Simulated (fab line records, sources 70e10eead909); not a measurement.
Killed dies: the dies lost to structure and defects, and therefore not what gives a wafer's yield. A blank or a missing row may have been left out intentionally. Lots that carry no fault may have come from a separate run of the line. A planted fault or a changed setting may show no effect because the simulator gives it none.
Struck lot and sound lot, side by side -- flow nand-harc -- 12 out of 1302 route steps
Sound: these wafers, L189.1, L189.4, L189.6. The struck wafers were L199.1, L199.3, L199.6. The cause is named last.
Each step with rows lists, per side, the tool, then ch with its chambers, then its first start. Under that, the readings that differ: sound wafers -- struck wafers -- difference of the means -- sigmas: that difference in standard deviations of wafers without a fault.
alike: readings whose means differ by less than 2 such deviations, and words and numbers that are the same on both sides. not compared: withheld readings, readings that some wafer has no value for, bounds like >300 that may hide the same value, and numbers for which the record gives no deviation and whose values overlap.
The two part at a step that has a row with sigmas, a row that says differs or no value, or rows on one side only. Numbers that have no deviation but don't overlap get no sigmas and don't part them. A reading missing from all wafers of one side parts the sides only when that side holds two or more wafers.

NHARC_A_STAIRCASE_DEP_417: deposits Si3N4, target thk 60 nm.
  sound on pecvd-03 ch 0,2, day 18 12:53; struck on pecvd-04 ch 0,1,2, day 22 16:53
  alike: heater-power-w, susceptor-temp-C
then, 3 steps without rows for these wafers: NHARC_A_STAIRCASE_WET_418 (chemistry H3PO4, target depth 20 nm); NHARC_A_STAIRCASE_PRECLEAN_419 (cleans in SC1); NHARC_A_STAIRCASE_SRD_421.
NHARC_A_STAIRCASE_ALD_420: deposits SiO2, target thk 20 nm, pulse time 6 s, ald cycles 200.
  sound on ald-hk-02 ch 0,2,3, day 18 15:36; struck on ald-hk-02 ch 0,2,3, day 22 19:44
  alike: heater-power-w, precursor-pulse-height-rel, susceptor-temp-C
then, 1 step without rows for these wafers: NHARC_A_STAIRCASE_CVD_552 (deposits SiNx, target thk 40 nm).
NHARC_A_STAIRCASE_DEP_151: deposits SiO2, target thk 7200 nm.
  sound on pecvd-03 ch 0,1,2, day 18 23:50; struck on pecvd-04 ch 0,1,2, day 23 03:43
  alike: heater-power-w, mfc-precursor-sccm, susceptor-temp-C
then, 1 step without rows for these wafers: NHARC_A_STAIRCASE_ANNEAL_320 (time 1800 s).
NHARC_A_STAIRCASE_DEP_322: deposits SiO2, target thk 7200 nm.
  sound on pecvd-04 ch 0,2, day 19 07:45; struck on pecvd-04 ch 0,1,2, day 23 10:53
  alike: heater-power-w, mfc-precursor-sccm, susceptor-temp-C
then, 1 step without rows for these wafers: NHARC_A_STAIRCASE_ANNEAL_323 (time 1800 s).
NHARC_A_STAIRCASE_DEP_325: deposits SiO2, target thk 7200 nm.
  sound on pecvd-03 ch 0,1, day 19 15:50; struck on pecvd-02 ch 1,2, day 23 18:51
reading,sound,struck,difference,sigmas
mfc-precursor-sccm (sccm),200.5 199.5 199.8,341.7 343.2 342.1,+142.4,+99 or more
  alike: heater-power-w, susceptor-temp-C
then, 1 step without rows for these wafers: NHARC_A_STAIRCASE_ANNEAL_326 (time 1800 s).

WHERE THEY PART
NHARC_A_STAIRCASE_DEP_325 only, going by this record.

WHY: what the simulator had put in
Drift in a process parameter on pecvd-02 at NHARC_A_STAIRCASE_DEP_325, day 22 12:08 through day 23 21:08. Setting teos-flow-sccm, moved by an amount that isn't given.
